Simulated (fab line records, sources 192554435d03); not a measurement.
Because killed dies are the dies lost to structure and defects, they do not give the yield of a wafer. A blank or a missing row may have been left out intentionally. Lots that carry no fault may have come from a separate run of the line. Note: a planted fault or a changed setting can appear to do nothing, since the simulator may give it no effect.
fab line records	flow n5-finfet	part 1 of 2: steps 1 to 5 of 6
[record] lots = 24	wafers = 72	last-day = 18
route steps=1938 shown MOL_CONTACT_COAG@537
lots that met no fault: taken from a fault-free run of the same line
start-h: the number of hours between the record's first day and the start of the first shown wafer of the lot	wait-h: how many hours have passed since the lot's step before this one	" as in the row above	L1.1+2: a row that stands for several wafers	- value missing, or start not given	* or withheld: withheld	< > ~ a bound
route shown NAME@n: NAME is a module with steps in the file, n the number in the route of the first one	usual: mean and standard deviation over wafers with no fault	same: alike in all rows	chamber/n: place in a boat	sites: readings site by site	_std_site: the values' standard deviation	_edge_site: the outer-site mean with the inner-site mean subtracted	radius-mm: for every site, how far away it sits from the centre of the wafer	mask NAME#n: copy n	behind: the last tool/chamber to shape the wafer	hold: reason for holding the lot/hours on hold/outcome of the hold	device: which transistor (n, p or np) failed to switch	end of line: the same wafers' tests at the end of the route	step lacking rows: just its recipe	killed: dies lost to structure and defects at the first sort, not the wafer's yield	map: a wafer's dies, marking killed ones x, the rest . and places with no die _
set.NAME: the run value of the setting; set.NAME@STEP: its run value at that earlier step	model.NAME: the simulator's own value behind a step, which no gauge read
the route's steps for a sample of lots (tables are steps, rows are wafers)
services: from which hour (start-h, from the record's first day; less than 0 if before it) a tool's chamber was out of use, for how many hours, and why
[[steps]]
[step N5_MOL_CONTACT_COAG_ETCH_15]
[recipe] chemistry = CH3F/O2	target = SiNx	target-depth-a = 70	mask-material = SOC	stop-on = Si:P	over-etch-frac = 0.75	ion-energy-ev = 120	pressure-mtorr = 30	source-w = 395	bias-w = 73	Ar_flow_sccm = 150	CH3F_flow_sccm = 30	O2_flow_sccm = 20
[usual] bias-w = 72.99/0.19	drypump-motor-current-A = 5.8/0.45	mfc-ar-sccm = 150.0/0.51	oes_f_703_au = 0.74/0.06	oes-product-au = 0.54/0.051	rf-fwd-power-W = 392.1/1.7	rf-vpp-V = 298/5.8	showerhead-plenum-p-Torr = 2.01/0.063	throttle-valve-pct = 16.39/0.21
lot.wafer	tool	chamber	start-h	wait-h	bias-w	drypump-motor-current-A	mfc-ar-sccm	oes_f_703_au	oes-product-au	rf-fwd-power-W	rf-hours-counter-h	rf-vpp-V	showerhead-plenum-p-Torr	throttle-valve-pct
L074.2	rie-diel-05	3	90.21	0.0	73.34	6.5	151.0	0.74	0.53	392.5	172	302	2.08	16.59
L074.3	"	1	"	"	72.87	5.1	149.8	0.75	0.52	392.7	191	297	2.08	16.63
L074.6	"	1	"	"	72.85	5.1	149.9	0.74	0.53	393.4	-	297	2.08	16.59
L075.1	rie-diel-05	2	91.62	0.0	72.94	5.5	149.1	0.67	0.51	387.9	245	306	1.97	16.37
L075.3	"	0	"	"	72.93	5.8	151.0	0.74	0.54	393.6	190	299	2.07	16.22
L075.5	"	1	"	"	73.31	5.2	150.6	0.75	0.52	392.4	-	299	2.08	16.60
L076.2	rie-diel-05	1	98.62	0.0	72.91	5.2	150.1	0.74	0.53	391.4	193	299	2.08	16.61
L076.3	"	3	"	"	73.05	6.5	149.7	0.74	0.53	394.2	173	299	2.08	16.59
L076.5	"	0	"	"	72.86	5.7	149.7	0.74	0.53	392.7	-	299	2.07	16.22
L077.3	rie-diel-05	2	104.43	0.0	72.98	5.5	149.4	0.67	0.51	391.2	249	305	1.97	16.38
L077.5	"	1	"	"	72.93	5.2	150.6	0.74	0.52	392.6	-	298	2.08	16.62
L077.6	"	2	"	"	72.98	5.5	150.3	0.67	0.51	389.4	-	305	1.97	16.39
L078.2	rie-diel-03	1	113.30	0.0	72.64	6.3	149.8	0.80	0.58	392.1	98	288	2.03	16.34
L078.4	"	3	"	"	72.90	5.9	150.2	0.75	0.53	393.6	174	289	2.00	16.11
L078.6	"	1	"	"	72.93	6.3	149.7	0.80	0.58	391.5	-	289	2.03	16.35
L079.2	rie-diel-03	0	119.67	0.0	73.08	6.2	150.4	0.70	0.51	391.5	218	294	1.97	16.48
L079.3	"	2	"	"	73.03	5.5	150.8	0.71	0.49	392.4	221	291	1.97	16.37
L079.6	"	3	"	"	73.11	5.9	150.5	0.75	0.54	392.4	-	290	2.00	16.12
L080.1	rie-diel-03	2	124.95	0.0	72.93	5.5	150.4	0.71	0.50	391.3	222	291	1.97	16.37
L080.3	"	0	"	"	73.36	6.3	149.8	0.70	0.51	391.4	219	295	1.97	16.47
L080.5	"	2	"	"	73.09	5.5	149.8	0.72	0.50	393.8	-	291	1.97	16.36
L081.1	rie-diel-05	3	132.08	0.0	73.23	6.5	150.4	0.73	0.52	394.9	188	301	2.08	16.61
L081.3	"	2	"	"	73.11	5.5	149.8	0.94	0.72	391.1	0	306	1.97	15.94
L081.6	"	3	"	"	73.28	6.5	150.1	0.73	0.52	394.3	-	300	2.08	16.62
L082.2	rie-diel-02	0	137.91	0.0	72.96	6.3	150.1	0.77	0.55	391.8	133	301	1.84	16.44
L082.3	"	2	"	"	72.81	5.7	149.0	0.67	0.52	390.7	234	311	1.97	16.56
L082.5	"	0	"	"	72.80	6.4	149.9	0.77	0.55	393.2	-	301	1.85	16.44
L083.3	rie-diel-05	3	144.65	0.0	73.07	6.5	149.6	0.72	0.52	395.3	192	300	2.07	16.63
L083.4	"	2	"	"	72.99	5.5	150.3	0.91	0.70	388.4	6	304	1.96	15.96
L083.5	"	2	"	"	73.19	5.5	150.1	0.91	0.69	389.5	-	307	1.96	15.97
L084.1	rie-diel-05	0	155.23	0.0	72.83	5.8	149.9	0.73	0.52	393.5	213	297	2.06	16.26
L084.2	"	3	"	"	73.12	6.5	148.8	0.73	0.51	392.9	196	301	2.07	16.64
L084.4	"	2	"	"	72.60	5.5	150.6	0.90	0.69	389.6	10	305	1.96	15.98
L085.2	rie-diel-02	3	157.62	0.0	73.15	5.9	150.3	0.87	0.62	391.0	39	292	1.94	16.28
L085.3	"	2	"	"	73.01	5.8	149.9	0.67	0.51	391.6	239	311	1.97	16.59
L085.5	"	1	"	"	73.37	5.4	149.7	0.72	0.54	390.5	-	303	2.10	16.27
L086.1	rie-diel-02	0	168.26	0.0	72.85	6.3	150.0	0.77	0.55	392.7	142	300	1.84	16.47
L086.4	"	1	"	"	72.94	5.4	149.6	0.71	0.54	391.0	179	302	2.09	16.28
L086.6	"	2	"	"	73.01	5.8	151.0	0.66	0.51	389.8	-	311	1.97	16.61
L087.1	rie-diel-03	3	170.95	0.0	73.19	5.9	150.2	0.74	0.53	392.3	192	289	1.99	16.17
L087.4	"	1	"	"	72.85	6.4	150.2	0.79	0.57	390.8	117	290	2.02	16.40
L087.5	"	1	"	"	72.85	6.3	149.9	0.78	0.58	390.6	-	290	2.02	16.41
L088.2	rie-diel-05	2	175.26	0.0	73.04	5.5	149.7	0.89	0.67	389.9	16	305	1.96	15.98
L088.5	"	0	"	"	72.70	5.8	149.9	0.72	0.51	393.8	-	298	2.06	16.28
L088.6	"	1	"	"	73.12	5.2	150.0	0.73	0.51	391.4	-	299	2.07	16.67
L089.4	rie-diel-03	1	186.07	0.0	73.18	6.4	150.3	0.78	0.56	392.2	122	289	2.02	16.40
L089.5	"	2	"	"	73.02	5.4	149.4	0.70	0.49	393.7	-	290	1.96	16.41
L089.6	"	3	"	"	72.79	5.9	150.6	0.73	0.52	393.6	-	288	1.99	16.16
L090.1	rie-diel-03	0	188.72	0.0	73.22	6.3	149.8	0.68	0.50	391.5	241	296	1.96	16.53
L090.2	"	1	"	"	73.08	6.4	150.0	0.78	0.57	393.7	124	288	2.02	16.40
L090.6	"	0	"	"	73.46	6.3	149.9	0.69	0.50	390.6	-	294	1.96	16.51
L091.1	rie-diel-05	2	193.81	0.0	73.21	5.5	149.5	0.86	0.65	389.0	23	306	1.96	16.01
L091.3	"	3	"	"	73.18	6.5	149.3	0.71	0.51	391.4	210	301	2.07	16.65
L091.5	"	2	"	"	72.94	5.5	149.7	0.87	0.66	386.4	-	305	1.96	16.01
L092.1	rie-diel-03	1	204.33	0.0	72.98	6.3	149.6	0.77	0.56	391.9	129	291	2.02	16.41
L092.2	"	3	"	"	73.01	5.9	150.5	0.73	0.52	393.0	204	288	1.99	16.19
L092.6	"	3	"	"	73.04	5.9	149.5	0.73	0.52	392.4	-	288	1.99	16.18
L093.1	rie-diel-02	1	205.10	0.0	72.76	5.4	149.8	0.70	0.52	391.2	194	305	2.09	16.32
L093.4	"	0	"	"	72.88	6.3	150.7	0.76	0.54	390.5	-	299	1.84	16.49
L093.5	"	3	"	"	72.80	6.0	150.7	0.84	0.61	393.4	-	294	1.94	16.31
L094.1	rie-diel-05	3	213.75	0.0	73.24	6.5	149.2	0.71	0.51	393.7	215	299	2.07	16.67
L094.5	"	3	"	"	72.80	6.5	149.9	0.71	0.51	394.3	-	300	2.07	16.68
L094.6	"	2	"	"	72.90	5.5	150.3	0.86	0.65	391.7	-	303	1.96	16.00
L095.1	rie-diel-05	0	218.29	0.0	72.99	5.7	149.4	0.71	0.51	390.4	235	299	2.06	16.30
L095.2	"	3	"	"	72.73	6.5	149.8	0.71	0.51	393.7	217	300	2.07	16.66
L095.4	"	2	"	"	73.23	5.5	150.4	0.86	0.64	390.5	30	305	1.96	15.99
L096.2	rie-diel-05	0	227.62	0.0	72.89	5.7	150.2	0.71	0.51	391.7	238	300	2.06	16.31
L096.3	"	3	"	"	72.75	6.5	150.1	0.71	0.51	392.2	220	299	2.07	16.68
L096.5	"	3	"	"	72.62	6.5	150.3	0.70	0.50	393.1	-	299	2.07	16.67
L097.1	rie-diel-05	0	236.79	0.0	72.70	5.8	149.5	0.71	0.51	393.3	241	300	2.06	16.31
L097.3	"	3	"	"	73.01	6.5	150.4	0.70	0.51	391.7	223	300	2.06	16.69
L097.5	"	1	"	"	73.03	5.1	150.0	0.71	0.50	391.5	-	299	2.06	16.71
[step N5_MOL_CONTACT_COAG_PRE_CLEAN_141]
[recipe] gas = H2/He	time-s = 60	temp-c = 300
[usual] heater-power-w = 480/50
lot.wafer	tool	chamber	start-h	wait-h	heater-power-w
L074.2	pvd-sputter-02	-	93.47	1.6	505
L074.3	"	-	"	"	452
L074.6	"	-	"	"	359
L075.1	pvd-sputter-02	-	95.11	1.4	358
L075.3	"	-	"	"	507
L075.5	"	-	"	"	494
L076.2	pvd-sputter-01	-	101.12	0.8	385
L076.3	"	-	"	"	522
L076.5	"	-	"	"	531
L077.3	pvd-sputter-03	-	106.92	0.4	499
L077.5	"	-	"	"	469
L077.6	"	-	"	"	495
L078.2	pvd-sputter-03	-	115.84	0.6	464
L078.4	"	-	"	"	514
L078.6	"	-	"	"	473
L079.2	pvd-sputter-03	-	121.95	0.8	506
L079.3	"	-	"	"	491
L079.6	"	-	"	"	465
L080.1	pvd-sputter-03	-	127.08	0.8	514
L080.3	"	-	"	"	505
L080.5	"	-	"	"	464
L081.1	pvd-sputter-01	-	134.75	1.5	542
L081.3	"	-	"	"	395
L081.6	"	-	"	"	390
L082.2	pvd-sputter-03	-	139.42	0.2	497
L082.3	"	-	"	"	487
L082.5	"	-	"	"	513
L083.3	pvd-sputter-03	-	145.99	0.1	500
L083.4	"	-	"	"	464
L083.5	"	-	"	"	491
L084.1	pvd-sputter-03	-	157.96	0.6	461
L084.2	"	-	"	"	519
L084.4	"	-	"	"	476
L085.2	pvd-sputter-02	-	161.19	0.7	369
L085.3	"	-	"	"	512
L085.5	"	-	"	"	513
L086.1	pvd-sputter-01	-	171.19	1.1	522
L086.4	"	-	"	"	389
L086.6	"	-	"	"	492
L087.1	pvd-sputter-01	-	173.15	0.5	543
L087.4	"	-	"	"	499
L087.5	"	-	"	"	383
L088.2	pvd-sputter-01	-	177.87	0.4	529
L088.5	"	-	"	"	530
L088.6	"	-	"	"	379
L089.4	pvd-sputter-02	-	189.98	2.2	438
L089.5	"	-	"	"	516
L089.6	"	-	"	"	430
L090.1	pvd-sputter-03	-	191.56	1.0	505
L090.2	"	-	"	"	503
L090.6	"	-	"	"	479
L091.1	pvd-sputter-01	-	196.81	0.7	491
L091.3	"	-	"	"	549
L091.5	"	-	"	"	389
L092.1	pvd-sputter-01	-	207.46	1.8	535
L092.2	"	-	"	"	531
L092.6	"	-	"	"	523
L093.1	pvd-sputter-03	-	208.48	0.7	489
L093.4	"	-	"	"	490
L093.5	"	-	"	"	477
L094.1	pvd-sputter-03	-	219.55	0.4	507
L094.5	"	-	"	"	476
L094.6	"	-	"	"	479
L095.1	pvd-sputter-01	-	228.01	2.2	497
L095.2	"	-	"	"	406
L095.4	"	-	"	"	540
L096.2	pvd-sputter-01	-	231.23	1.3	546
L096.3	"	-	"	"	494
L096.5	"	-	"	"	512
L097.1	pvd-sputter-01	-	240.06	0.3	536
L097.3	"	-	"	"	547
L097.5	"	-	"	"	541
[step N5_MOL_CONTACT_COAG_ALD_123]
[recipe] material = SiNx	target-thk-a = 50	temp-c = 400	ald-precursor-family = SiH2I2	ald-co-reactant = N2/H2-plasma	pulse-time-s = 1	purge-time-s = 2	co-reactant-purge-time-s = 2	ald-cycles = 100	pressure-torr = 2
[usual] heater-power-w = 833/86	precursor-pulse-height-rel = 1.002/0.02
lot.wafer	tool	chamber	start-h	wait-h	heater-power-w	precursor-pulse-height-rel
L074.2	ald-sin-03	1	100.66	2.1	969	1.013
L074.3	"	3	"	"	800	1.011
L074.6	"	3	"	"	810	0.978
L075.1	ald-sin-02	1	101.55	0.0	709	1.024
L075.3	"	3	"	"	719	1.028
L075.5	"	0	"	"	929	0.981
L076.2	ald-sin-02	0	107.98	1.8	944	1.019
L076.3	"	2	"	"	711	1.033
L076.5	"	1	"	"	686	1.053
L077.3	ald-sin-04	2	113.22	0.5	747	0.987
L077.5	"	0	"	"	861	0.966
L077.6	"	1	"	"	821	0.989
L078.2	ald-sin-04	2	123.63	0.0	740	0.985
L078.4	"	0	"	"	874	0.997
L078.6	"	0	"	"	868	1.005
L079.2	ald-sin-02	2	128.58	0.0	720	1.009
L079.3	"	3	"	"	720	1.011
L079.6	"	3	"	"	742	0.970
L080.1	ald-sin-03	1	133.38	0.0	993	1.007
L080.3	"	2	"	"	884	1.025
L080.5	"	0	"	"	848	1.009
L081.1	ald-sin-04	0	141.38	0.0	859	0.959
L081.3	"	1	"	"	819	1.014
L081.6	"	0	"	"	872	1.008
L082.2	ald-sin-03	0	145.00	0.0	834	1.029
L082.3	"	3	"	"	814	0.974
L082.5	"	0	"	"	832	1.033
L083.3	ald-sin-02	2	152.16	0.0	710	0.981
L083.4	"	1	"	"	698	1.019
L083.5	"	1	"	"	700	1.007
L084.1	ald-sin-02	3	163.49	0.1	737	1.029
L084.2	"	2	"	"	722	1.005
L084.4	"	0	"	"	951	0.998
L085.2	ald-sin-03	1	166.84	0.0	965	1.024
L085.3	"	0	"	"	853	0.965
L085.5	"	0	"	"	829	1.010
L086.1	ald-sin-04	2	176.51	0.3	740	1.021
L086.4	"	0	"	"	867	0.986
L086.6	"	0	"	"	870	1.044
L087.1	ald-sin-04	2	182.35	2.7	728	0.973
L087.4	"	0	"	"	858	1.005
L087.5	"	3	"	"	925	1.010
L088.2	ald-sin-02	2	187.66	0.0	701	0.974
L088.5	"	3	"	"	745	0.975
L088.6	"	2	"	"	698	1.018
L089.4	ald-sin-03	0	196.30	0.0	818	1.014
L089.5	"	2	"	"	857	0.973
L089.6	"	3	"	"	837	0.992
L090.1	ald-sin-04	0	197.62	0.6	846	0.994
L090.2	"	3	"	"	896	1.009
L090.6	"	3	"	"	927	1.017
L091.1	ald-sin-04	3	203.44	0.0	921	1.024
L091.3	"	2	"	"	738	1.012
L091.5	"	0	"	"	856	1.023
L092.1	ald-sin-03	3	214.42	0.2	857	1.015
L092.2	"	0	"	"	789	0.982
L092.6	"	2	"	"	879	1.024
L093.1	ald-sin-04	0	214.98	0.2	861	1.004
L093.4	"	0	"	"	865	1.011
L093.5	"	2	"	"	743	0.960
L094.1	ald-sin-02	1	224.45	0.0	711	0.998
L094.5	"	3	"	"	738	0.987
L094.6	"	0	"	"	957	0.968
L095.1	ald-sin-03	1	234.98	0.9	964	1.006
L095.2	"	0	"	"	831	0.975
L095.4	"	3	"	"	833	1.007
L096.2	ald-sin-03	3	237.19	0.0	858	1.013
L096.3	"	0	"	"	813	1.014
L096.5	"	0	"	"	829	1.038
L097.1	ald-sin-03	2	245.13	0.0	870	1.005
L097.3	"	0	"	"	805	1.030
L097.5	"	0	"	"	802	0.991
[step N5_MOL_CONTACT_COAG_CD_MEAS_84]
[recipe] target-cd-nm = 25.1	landing-energy-ev = 500	detector = se-inlens	polarity = opening
[usual] cd-nm = 25.20/0.24
lot.wafer	tool	chamber	start-h	wait-h	cd-nm
L074.2	cd-sem-02	0	101.63	-	24.86
L074.3	"	0	"	"	25.45
L074.6	"	0	"	"	25.06
L075.1	cd-sem-01	0	102.52	-	25.27
L075.3	"	0	"	"	25.28
L075.5	"	0	"	"	25.10
L076.2	cd-sem-01	0	108.95	-	25.29
L076.3	"	0	"	"	25.12
L076.5	"	0	"	"	25.26
L077.3	cd-sem-03	0	114.06	-	25.04
L077.5	"	0	"	"	25.27
L077.6	"	0	"	"	24.98
L078.2	cd-sem-03	0	124.62	-	25.35
L078.4	"	0	"	"	25.30
L078.6	"	0	"	"	24.94
L079.2	cd-sem-02	0	129.42	-	25.18
L079.3	"	0	"	"	25.01
L079.6	"	0	"	"	24.77
L080.1	cd-sem-03	0	134.36	-	25.27
L080.3	"	0	"	"	25.37
L080.5	"	0	"	"	25.15
L081.1	cd-sem-03	0	142.22	-	25.43
L081.3	"	0	"	"	25.50
L081.6	"	0	"	"	25.41
L082.2	cd-sem-02	0	145.97	-	25.50
L082.3	"	0	"	"	24.92
L082.5	"	0	"	"	24.85
L083.3	cd-sem-02	0	153.13	-	25.26
L083.4	"	0	"	"	25.20
L083.5	"	0	"	"	25.46
L084.1	cd-sem-02	0	164.35	-	25.56
L084.2	"	0	"	"	25.41
L084.4	"	0	"	"	25.32
L085.2	cd-sem-03	0	167.69	-	25.30
L085.3	"	0	"	"	24.79
L085.5	"	0	"	"	24.66
L086.1	cd-sem-01	0	177.35	-	25.11
L086.4	"	0	"	"	25.84
L086.6	"	0	"	"	25.20
L087.1	cd-sem-03	0	183.19	-	25.41
L087.4	"	0	"	"	25.37
L087.5	"	0	"	"	25.11
L088.2	cd-sem-01	0	188.50	-	25.39
L088.5	"	0	"	"	25.53
L088.6	"	0	"	"	25.33
L089.4	cd-sem-03	0	197.14	-	25.27
L089.5	"	0	"	"	25.69
L089.6	"	0	"	"	25.51
L090.1	cd-sem-01	0	198.59	-	25.14
L090.2	"	0	"	"	24.82
L090.6	"	0	"	"	25.03
L091.1	cd-sem-03	0	204.28	-	25.26
L091.3	"	0	"	"	25.00
L091.5	"	0	"	"	25.29
L092.1	cd-sem-01	0	215.39	-	25.48
L092.2	"	0	"	"	25.03
L092.6	"	0	"	"	24.80
L093.1	cd-sem-01	0	215.82	-	25.60
L093.4	"	0	"	"	25.42
L093.5	"	0	"	"	25.20
L094.1	cd-sem-01	0	225.29	-	25.24
L094.5	"	0	"	"	25.30
L094.6	"	0	"	"	25.27
L095.1	cd-sem-03	0	235.83	-	24.92
L095.2	"	0	"	"	25.10
L095.4	"	0	"	"	25.20
L096.2	cd-sem-02	0	238.05	-	25.45
L096.3	"	0	"	"	25.13
L096.5	"	0	"	"	25.56
L097.1	cd-sem-03	0	245.98	-	25.40
L097.3	"	0	"	"	25.59
L097.5	"	0	"	"	24.99
[step N5_MOL_CONTACT_COAG_OVL_MEAS_41]
[recipe] points-per-wafer = 522
[usual] VD_OVL = -0.5/0.67
lot.wafer	tool	chamber	start-h	wait-h	VD_OVL[nm]
L074.2	overlay-02	0	102.91	0.0	-1.7
L074.3	"	0	"	"	-1.3
L074.6	"	0	"	"	0.1
L075.1	overlay-02	0	104.72	0.0	0.3
L075.3	"	0	"	"	-0.1
L075.5	"	0	"	"	0.0
L076.2	overlay-01	0	111.15	0.0	-1.4
L076.3	"	0	"	"	0.0
L076.5	"	0	"	"	-0.1
L077.3	overlay-02	0	115.84	0.0	0.0
L077.5	"	0	"	"	-0.1
L077.6	"	0	"	"	0.7
L078.2	overlay-01	0	126.21	0.0	-0.5
L078.4	"	0	"	"	0.1
L078.6	"	0	"	"	-0.7
L079.2	overlay-02	0	130.91	0.0	-1.0
L079.3	"	0	"	"	-2.1
L079.6	"	0	"	"	-0.3
L080.1	overlay-02	0	136.05	0.0	0.7
L080.3	"	0	"	"	-0.1
L080.5	"	0	"	"	0.0
L081.1	overlay-01	0	143.63	0.0	0.4
L081.3	"	0	"	"	0.7
L081.6	"	0	"	"	0.3
L082.2	overlay-02	0	147.75	0.0	-0.5
L082.3	"	0	"	"	-0.2
L082.5	"	0	"	"	-0.2
L083.3	overlay-02	0	154.87	0.0	0.0
L083.4	"	0	"	"	-1.5
L083.5	"	0	"	"	-0.3
L084.1	overlay-02	0	165.81	0.0	-1.6
L084.2	"	0	"	"	-1.0
L084.4	"	0	"	"	-0.7
L085.2	overlay-02	0	169.99	0.0	-1.1
L085.3	"	0	"	"	-0.7
L085.5	"	0	"	"	-0.9
L086.1	overlay-01	0	178.82	0.0	-1.2
L086.4	"	0	"	"	-1.0
L086.6	"	0	"	"	-0.7
L087.1	overlay-01	0	185.44	0.0	0.0
L087.4	"	0	"	"	0.1
L087.5	"	0	"	"	0.1
L088.2	overlay-01	0	190.26	0.0	-0.6
L088.5	"	0	"	"	-1.1
L088.6	"	0	"	"	-1.1
L089.4	overlay-02	0	198.63	0.0	-0.5
L089.5	"	0	"	"	-1.7
L089.6	"	0	"	"	-1.0
L090.1	overlay-01	0	200.25	0.0	-0.6
L090.2	"	0	"	"	-0.2
L090.6	"	0	"	"	-1.1
L091.1	overlay-02	0	205.63	0.0	-0.2
L091.3	"	0	"	"	-1.1
L091.5	"	0	"	"	-0.7
L092.1	overlay-01	0	217.38	0.0	-0.8
L092.2	"	0	"	"	-1.5
L092.6	"	0	"	"	-0.2
L093.1	overlay-01	0	217.57	0.0	-0.6
L093.4	"	0	"	"	-1.0
L093.5	"	0	"	"	0.6
L094.1	overlay-02	0	226.57	0.0	-1.7
L094.5	"	0	"	"	0.1
L094.6	"	0	"	"	0.8
L095.1	overlay-02	0	237.43	0.0	-1.3
L095.2	"	0	"	"	-1.9
L095.4	"	0	"	"	-0.8
L096.2	overlay-01	0	239.54	0.0	-0.6
L096.3	"	0	"	"	-0.4
L096.5	"	0	"	"	-0.5
L097.1	overlay-02	0	247.31	0.0	-0.8
L097.3	"	0	"	"	-1.2
L097.5	"	0	"	"	-1.1
